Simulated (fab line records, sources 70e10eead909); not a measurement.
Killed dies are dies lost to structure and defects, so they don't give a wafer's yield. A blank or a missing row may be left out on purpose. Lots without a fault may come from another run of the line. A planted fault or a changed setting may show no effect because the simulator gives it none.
A struck lot beside a sound one | flow nand_harc | 15 steps out of a route of 1302
Sound: wafers L123.1, L123.4, L123.6. Struck: wafers L128.4, L128.5, L128.6. The cause comes at the end.
At each step with rows: each side's tool, then ch and its chambers, then its first start. Under that, the readings that differ: sound wafers | struck wafers | difference of the means | sigmas: that difference in standard deviations of wafers without a fault.
alike: readings whose means differ by less than 2 such deviations, and words and numbers that are the same on both sides. not compared: withheld readings, readings that some wafer has no value for, bounds like >300 that may hide the same value, and numbers for which the record gives no deviation and whose values overlap.
The two part at a step that has a row with sigmas, a row that says differs or no value, or rows on one side only. Numbers that don't overlap but have no deviation are shown without sigmas and don't part them. A reading that every wafer of one side lacks parts them only if that side has two wafers or more.

NHARC_A_CHANNEL_HOLE_D2_CD_MEAS_31:
  sound on cd_sem-02, day 16 18:25; struck on cd_sem-01, day 20 06:07
  alike: cd_nm
NHARC_A_CHANNEL_HOLE_D2_XSEM_32:
  sound on xsem-02 ch 0, day 16 18:30; struck on xsem-01 ch 0, day 20 06:13
  alike: bot_cd_nm, bow_nm, tilt_deg
NHARC_A_CHANNEL_HOLE_D2_INSPECT_40:
  sound on defect_inspect-02, day 16 18:36; struck on defect_inspect-02, day 20 06:18
  alike: raw_defect_count
then, 3 steps without rows for these wafers: NHARC_A_CHANNEL_FILL_D2_PRECLEAN_00 (cleans in SC1); NHARC_A_CHANNEL_FILL_D2_SRD_01; NHARC_A_CHANNEL_FILL_D2_ALD_02 (deposits SiO2, target thk 6 nm, pulse time 10 s, ald cycles 60).
NHARC_A_CHANNEL_FILL_D2_ALD_03: deposits SiNx, target thk 6 nm, pulse time 60 s, ald cycles 58.
  sound on ald_sin_batch-03 ch 0; struck on ald_sin_batch-01 ch 0
  alike: precursor_pulse_height_rel
NHARC_A_CHANNEL_FILL_D2_ALD_14: deposits SiO2, target thk 2.5 nm, pulse time 10 s, ald cycles 25.
  sound on ald_hk-04 ch 2,3, day 16 23:49; struck on ald_hk-04 ch 0,3, day 20 12:03
  alike: heater_power_w, precursor_pulse_height_rel
then, 1 step without rows for these wafers: NHARC_A_CHANNEL_FILL_D2_ALD_15 (deposits SiNx, target thk 2 nm, pulse time 60 s, ald cycles 19).
NHARC_A_CHANNEL_FILL_D2_ALD_16: deposits SiO2, target thk 1.5 nm, pulse time 10 s, ald cycles 15.
  sound on ald_hk-02 ch 1,2,3, day 17 05:14; struck on ald_hk-03 ch 1,2,3, day 20 17:17
  alike: heater_power_w, precursor_pulse_height_rel
then, 2 steps without rows for these wafers: NHARC_A_CHANNEL_FILL_D2_ANNEAL_17 (time 1800 s); NHARC_A_CHANNEL_FILL_D2_CVD_18 (deposits poly-Si, target thk 3 nm).
NHARC_A_CHANNEL_FILL_D2_ETCHBACK_19: etches the open film in HBr/Cl2, target depth 5 nm, time 1.7 s.
  sound on rie_si-02 ch 1,2, day 17 17:16; struck on rie_si-02 ch 0,1,3, day 21 04:40
  reading               | sound             | struck            | difference | sigmas
  oes_product_au (a.u.) | 1.001 0.973 0.989 | 0.736 0.747 0.739 | -0.247     | -22
  alike: bias_w, drypump_motor_current_A, throttle_valve_pct
  not compared: rf_hours_counter_h
NHARC_A_CHANNEL_FILL_D2_ETCHBACK_20: etches the open film in C4F8/O2/Ar, target depth 27 nm, time 13.5 s.
  sound on rie_diel-11 ch 1,2, day 17 17:23; struck on rie_diel-13 ch 0,2,3, day 21 04:47
  alike: bias_w, oes_product_au, rf_vpp_V
  not compared: rf_hours_counter_h
-- the record jumps here: 10 days lie between the struck wafers' starts before and after (it left off in module A_CHANNEL_FILL_D2 and takes up again in module END, whose first step shown is number 1302 of the route) --
NHARC_END_SORT_01:
  sound on prober-01 ch 0, day 28 03:33; struck on prober-02 ch 0, day 30 21:35
  reading         | sound    | struck                                                               | difference                   | sigmas
  hold            | - - -    | await_dispo/4.2h/scrap await_dispo/4.2h/scrap await_dispo/4.2h/scrap | no value on the sound wafers |
  killed_at_array | 87 62 88 | 632 640 636                                                          | +557                         | +31
  killed_dies     | 94 67 93 | 638 643 639                                                          | +555                         | +31
  alike: killed_at_other, killed_at_periphery, killed_open, killed_short

WHERE THEY PART
First at NHARC_A_CHANNEL_FILL_D2_ETCHBACK_19; last, within this record, at NHARC_END_SORT_01.

WHY: what the simulator had put in
Process parameter drift: rie_si-02, from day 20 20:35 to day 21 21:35, at NHARC_A_CHANNEL_FILL_D2_ETCHBACK_19. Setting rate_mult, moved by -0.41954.
